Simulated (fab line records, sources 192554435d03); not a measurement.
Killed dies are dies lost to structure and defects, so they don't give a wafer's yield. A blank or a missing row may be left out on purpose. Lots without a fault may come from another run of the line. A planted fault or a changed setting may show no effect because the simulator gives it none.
Split-lot experiment | flow n5_finfet | 7 lots, 30 wafers read, on a route of 1938 steps

THE SPLIT
At N5_BEOL_M11_ETCH_62 (etches SOC in N2/H2, target depth 110 nm, overetch 22 nm, time 165 s), the setting time_s was moved away from the recipe's 165 s on 6 of the 30 wafers read, by +35.6% to +44.5%. The other wafers ran this setting at the recipe's value.

FROM THE SPLIT TO THE READING: what the file shows between them, 9 steps
- N5_BEOL_M11_STRIP_68: strips in N2/H2
- N5_BEOL_M11_STRIP_67: strips in CF4
- N5_BEOL_M11_HM_OPEN_17: chemistry Cl2/BCl3, target TiN, target depth 20 nm, overetch 6 nm
- N5_BEOL_M11_STRIP_19: strips in O2
- N5_BEOL_M11_CD_MEAS_18: pitch 140 nm, target cd 70 nm
- N5_BEOL_M11_COAT_63: time 60 s, resist thk 100 nm
- N5_BEOL_M11_COAT_64: time 60 s, resist thk 30 nm
- N5_BEOL_M11_PRECLEAN_42: cleans in residue remover, time 60 s
- N5_BEOL_M11_SRD_43: time 30 s

THE READING
cd_nm, in nm, at N5_BEOL_M11_CD_MEAS_35 (target cd 70 nm). Fault-free wafers of this fab line usually give 70.0 nm, standard deviation 0.69 nm.

wafer  | tool, chamber at the split | time_s as run, s | against the recipe | cd_nm, nm | against lot-mates on the recipe
L082.2 | rie_diel-01, 1             | 165              | recipe             | 69.2      | -
L082.3 | rie_diel-01, 3             | 165              | recipe             | 70.2      | -
L082.4 | rie_diel-01, 2             | 165              | recipe             | 69.0      | -
L081.1 | rie_diel-01, 0             | 165              | recipe             | 69.6      | -
L081.2 | rie_diel-01, 1             | 165              | recipe             | 69.9      | -
L081.3 | rie_diel-01, 2             | 165              | recipe             | 69.9      | -
L081.4 | rie_diel-01, 3             | 165              | recipe             | 69.5      | -
L081.5 | rie_diel-01, 3             | 165              | recipe             | 69.7      | -
L081.6 | rie_diel-01, 2             | 165              | recipe             | 69.0      | -
L093.1 | rie_diel-02, 1             | 165              | recipe             | 69.3      | -
L093.2 | rie_diel-02, 3             | 165              | recipe             | 69.9      | -
L093.3 | rie_diel-02, 0             | 165              | recipe             | 70.2      | -
L093.4 | rie_diel-02, 3             | 238.5            | +44.5%             | 71.7      | +1.9
L093.5 | rie_diel-02, 0             | 238.5            | +44.5%             | 72.4      | +2.6
L093.6 | rie_diel-02, 1             | 238.5            | +44.5%             | 71.3      | +1.5
L096.1 | rie_diel-03, 0             | 165              | recipe             | 69.8      | -
L096.3 | rie_diel-03, 1             | 165              | recipe             | 69.7      | -
L096.5 | rie_diel-03, 0             | 165              | recipe             | 69.5      | -
L094.2 | rie_diel-01, 2             | 165              | recipe             | 69.4      | -
L094.4 | rie_diel-01, 3             | 165              | recipe             | 70.0      | -
L094.5 | rie_diel-01, 1             | 165              | recipe             | 70.0      | -
L095.1 | rie_diel-01, 3             | 165              | recipe             | 69.9      | -
L095.2 | rie_diel-01, 2             | 165              | recipe             | 70.1      | -
L095.3 | rie_diel-01, 1             | 165              | recipe             | 70.1      | -
L095.4 | rie_diel-01, 2             | 223.8            | +35.6%             | 72.0      | +2.0
L095.5 | rie_diel-01, 3             | 223.8            | +35.6%             | 71.9      | +1.9
L095.6 | rie_diel-01, 1             | 223.8            | +35.6%             | 72.0      | +2.0
L097.1 | rie_diel-01, 3             | 165              | recipe             | 68.7      | -
L097.5 | rie_diel-01, 3             | 165              | recipe             | 70.1      | -
L097.6 | rie_diel-01, 1             | 165              | recipe             | 69.9      | -

THE FIT
A straight line over all 30 wafers: cd_nm changes by +0.0536 nm for each +1% of time_s; r = +0.90; the points scatter about the line by 0.43 nm.
The same after taking each lot's own level away (the mean of its wafers on the recipe; 30 wafers): +0.0484 nm for each +1%; r = +0.90; scatter 0.38 nm.
On that fit, the largest move of time_s shifts the reading by 2.2 nm.
The lots' own levels span 69.47 to 70.03 nm, that is 0.8 times the standard deviation above.
So the lot-to-lot level changes the slope: the two fits differ.
Check: with one of the wafers moved furthest among these (+44.5%) left out of the fit, the line predicts +2.23 nm for it against its lot-mates. It came out at +1.9 nm against them.

OTHER SPLITS ON THESE WAFERS
These wafers also went through other splits before the reading. Each is held against what the fit with the lots' levels taken away leaves over:
other split on the same wafers           | wafers away from the commonest value | r with cd_nm (lot level and that fit taken away)
N5_BEOL_M2_ILD_DEP_00 time_s             | 8                                    | +0.00
N5_BEOL_M3_TRENCH_ETCH_37 target_depth_a | 6                                    | -0.11
N5_BEOL_M5_PECVD_70 time_s               | 12                                   | -0.18
N5_BEOL_M6_ALD_77 ald_cycles             | 11                                   | +0.18
N5_BEOL_M10_ALD_74 ald_cycles            | 8                                    | -0.05

THE WHOLE CHAIN: every reading that the file lists as answering this split, in the file's order
step                   | what it does                                                         | reading                                                                           | change (the file's fit)                                                            | r (the file's)
N5_BEOL_M11_ETCH_62    | etches SOC in N2/H2, target depth 110 nm, overetch 22 nm, time 165 s | etch.depth_nm (the simulator's own value, which no gauge read)                    | not straight: 56.81 at the lowest setting, 99.98 at the recipe, 100 at the highest | not given
N5_BEOL_M11_ETCH_62    | etches SOC in N2/H2, target depth 110 nm, overetch 22 nm, time 165 s | SiARC_of_BEOL_M11_COAT_60.thk_nm (the simulator's own value, which no gauge read) | -0.0668 nm for each +1% of the setting                                             | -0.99
N5_BEOL_M11_ETCH_62    | etches SOC in N2/H2, target depth 110 nm, overetch 22 nm, time 165 s | BEOL_M11.cd_offset_nm (the simulator's own value, which no gauge read)            | +0.033 nm for each +1% of the setting                                              | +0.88
N5_BEOL_M11_HM_OPEN_17 | chemistry Cl2/BCl3, target TiN, target depth 20 nm, overetch 6 nm    | oes_product_au                                                                    | not straight: 0.36 at the lowest setting, 0.73 at the recipe, 0.54 at the highest  | not given
N5_BEOL_M11_HM_OPEN_17 | chemistry Cl2/BCl3, target TiN, target depth 20 nm, overetch 6 nm    | BEOL_M11.cd_offset_nm (the simulator's own value, which no gauge read)            | +0.0339 nm for each +1% of the setting                                             | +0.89
N5_BEOL_M11_CD_MEAS_18 | pitch 140 nm, target cd 70 nm                                        | cd_nm                                                                             | +0.0474 nm for each +1% of the setting                                             | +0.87
N5_BEOL_M11_CD_MEAS_35 | target cd 70 nm                                                      | cd_nm                                                                             | +0.0487 nm for each +1% of the setting                                             | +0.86

THE FILE'S OWN FIT
cd_nm changes by +0.0487 nm for each +1% of time_s, r = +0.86.
